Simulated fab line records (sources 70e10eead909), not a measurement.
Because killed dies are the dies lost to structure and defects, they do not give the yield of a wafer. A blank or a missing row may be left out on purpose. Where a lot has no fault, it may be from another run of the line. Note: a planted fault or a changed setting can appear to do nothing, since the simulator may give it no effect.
Chamber matching	flow nand_harc	NHARC_THIN_TSV_DESCUM_35 on rie_diel-10: 4 sister chambers
The step chemistry O2, time 3 s. 14 wafers are shown with their chamber, then 7 later ones without.

## EACH WAFER AND ITS CHAMBER
wafer	chamber	showerhead_plenum_p_Torr (Torr)	drypump_motor_current_A (A)	oes_product_au (a.u.)
L581.3	1	2.06	5.58	1.001
L581.5	0	1.83	5.07	0.999
L581.6	1	2.06	5.58	1.010
L587.3	2	1.88	5.53	1.014
L587.4	3	1.91	5.65	1.000
L587.6	1	2.05	5.60	1.012
L589.1	1	2.05	5.62	1.013
L589.4	3	1.91	5.65	1.003
L589.5	0	1.83	5.08	1.004
L592.2	2	1.88	5.54	1.010
L592.3	1	2.05	5.60	1.013
L592.6	0	1.83	5.06	1.005
L593.1	2	1.88	5.46	1.004
L593.3	3	1.91	5.67	1.002

SIGNATURES (averages over the wafers above)
reading	chamber 0	chamber 1	chamber 2	chamber 3	scatter within a chamber
showerhead_plenum_p_Torr	1.8300	2.0540	1.8800	1.9100	0.00346
drypump_motor_current_A	5.0700	5.5960	5.5100	5.6567	0.0232
oes_product_au	1.00267	1.00980	1.00933	1.00167	0.00423
Rule: for a wafer and a chamber, the distance is found by dividing, reading by reading, the gap between the wafer's reading and the chamber's mean by the reading's scatter, squaring, summing and taking the root. The wafer belongs to the nearest chamber; if the next one is less than 2 further off, it can't be placed. The scatter: the root of (the sum of the squares of (reading less its chamber's mean) over the shown wafers, divided by (wafers less chambers)).

## WAFERS WITHOUT THEIR CHAMBER
wafer	showerhead_plenum_p_Torr (Torr)	drypump_motor_current_A (A)	oes_product_au (a.u.)
L593.6	1.91	5.67	1.001
L596.2	1.83	5.07	1.009
L596.3	2.05	5.61	1.016
L596.5	1.91	5.66	0.987
L598.3	1.88	5.52	0.996
L598.4	2.05	5.59	1.013
L598.6	1.91	5.65	1.008

## EACH ONE'S CHAMBER
wafer	from the rows above	in truth
L593.6	3	3
L596.2	0	0
L596.3	1	1
L596.5	3	3
L598.3	2	2
L598.4	1	1
L598.6	3	3
Correctly placed: 7 of 7. Left unplaced by these rows: 0. 0 placed wrongly.
